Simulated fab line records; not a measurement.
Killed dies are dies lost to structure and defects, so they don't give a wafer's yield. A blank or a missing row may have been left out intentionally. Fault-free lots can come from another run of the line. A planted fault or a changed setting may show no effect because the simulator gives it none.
Lot-split experiment -- flow n5_finfet -- 21 wafers read from 7 lots, route of 1938 steps

THE SPLIT ITSELF
At N5_FIN_CUT_ETCH_21 (etches SOC in N2/H2, target depth 219 nm, overetch 43.8 nm, time 523.5 s), the setting time_s was moved away from the recipe's 523.5 s on 9 of the 21 wafers read, by -22.0% to +20.9%. For the rest of the wafers, this setting stayed at what the recipe calls for.

Reading taken at the split's own step.

THE READING
SiARC_of_FIN_CUT_COAT_19.thk_nm (the simulator's own value, which no gauge read), in nm, at N5_FIN_CUT_ETCH_21 (etches SOC in N2/H2, target depth 219 nm, overetch 43.8 nm, time 523.5 s). There is no usual value for it anywhere in the file. The 12 wafers here that ran the recipe average 11.8 nm, standard deviation 0.16 nm.

wafer,"tool, chamber at the split","time_s as run, s",against the recipe,"SiARC_of_FIN_CUT_COAT_19.thk_nm, nm",against lot-mates on the recipe
L074.1,"rie_diel-01, 3",523.5,recipe,11.6,-
L074.2,"rie_diel-01, 2,0",523.5,recipe,11.8,-
L074.4,"rie_diel-01, 2,0",523.5,recipe,11.8,-
L077.1,"rie_diel-02, 0,1",408.5,-22.0%,13.8,+2.2
L077.5,"rie_diel-02, 0,1",408.5,-22.0%,13.8,+2.2
L077.6,"rie_diel-02, 2",523.5,recipe,11.6,-
L079.1,"rie_diel-02, 2",633.1,+20.9%,9.8,-2.0
L079.2,"rie_diel-02, 3",523.5,recipe,11.8,-
L079.3,"rie_diel-02, 0",633.1,+20.9%,10.2,-1.6
L080.1,"rie_diel-01, 1",523.5,recipe,12,-
L080.4,"rie_diel-01, 2",523.5,recipe,11.8,-
L080.6,"rie_diel-01, 1",523.5,recipe,12.2,-
L084.2,"rie_diel-01, 1",523.5,recipe,12,-
L084.3,"rie_diel-01, 2",523.5,recipe,11.8,-
L084.6,"rie_diel-01, 2",600.7,+14.7%,10.6,-1.3
L090.2,"rie_diel-01, 0,2",429,-18.1%,13.4,+1.6
L090.5,"rie_diel-01, 0,2",429,-18.1%,13.4,+1.6
L090.4,"rie_diel-01, 3",523.5,recipe,11.8,-
L092.1,"rie_diel-03, 3",623.9,+19.2%,10.6,-1.2
L092.2,"rie_diel-03, 0",523.5,recipe,11.8,-
L092.3,"rie_diel-03, 2",623.9,+19.2%,10.2,-1.6
Rows listing several chambers each stand for several wafers; the file does not say which wafer went through which chamber.

FIT RESULTS
A straight line over all 21 wafers: SiARC_of_FIN_CUT_COAT_19.thk_nm changes by -0.0851 nm for each +1% of time_s; r = -0.99; the points scatter about the line by 0.17 nm.
The same after taking each lot's own level away (the mean of its wafers on the recipe; 21 wafers): -0.0881 nm for each +1%; r = -0.99; scatter 0.17 nm.
That fit puts the effect of the largest move of time_s on the reading at 1.9 nm.
From 11.60 to 12.00 nm: that is the span of the lots' own levels, equal to 2.5 times the standard deviation above.
Hence the lot-to-lot level has little effect on the slope; both slopes agree.
Check: +1.94 nm against its lot-mates is what the line predicts for one of the wafers moved furthest among these (-22.0%) when that wafer is left out of the fit. Against them it came out at +2.2 nm.

OTHER SPLITS APPLIED TO THESE WAFERS
These wafers also went through other splits before the reading. Each is held against what the fit with the lots' levels taken away leaves over:
other split on the same wafers,wafers away from the commonest value,r with SiARC_of_FIN_CUT_COAT_19.thk_nm (lot level and that fit taken away)
N5_WELL_APT_EXPOSE_22 dose_mj,5,+0.16
N5_WELL_APT_PEB_23 peb_temp_c,8,-0.08
N5_WELL_APT_DESCUM_30 time_s,5,+0.02
N5_PMOS_HMC_CHANNEL_EPI_HM_DEP_34 time_s,4,-0.19
N5_FIN_CUT_EXPOSE_05 dose_mj,7,+0.01

THE FILE'S OWN FIT
SiARC_of_FIN_CUT_COAT_19.thk_nm changes by -0.0878 nm for each +1% of time_s, r = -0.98.
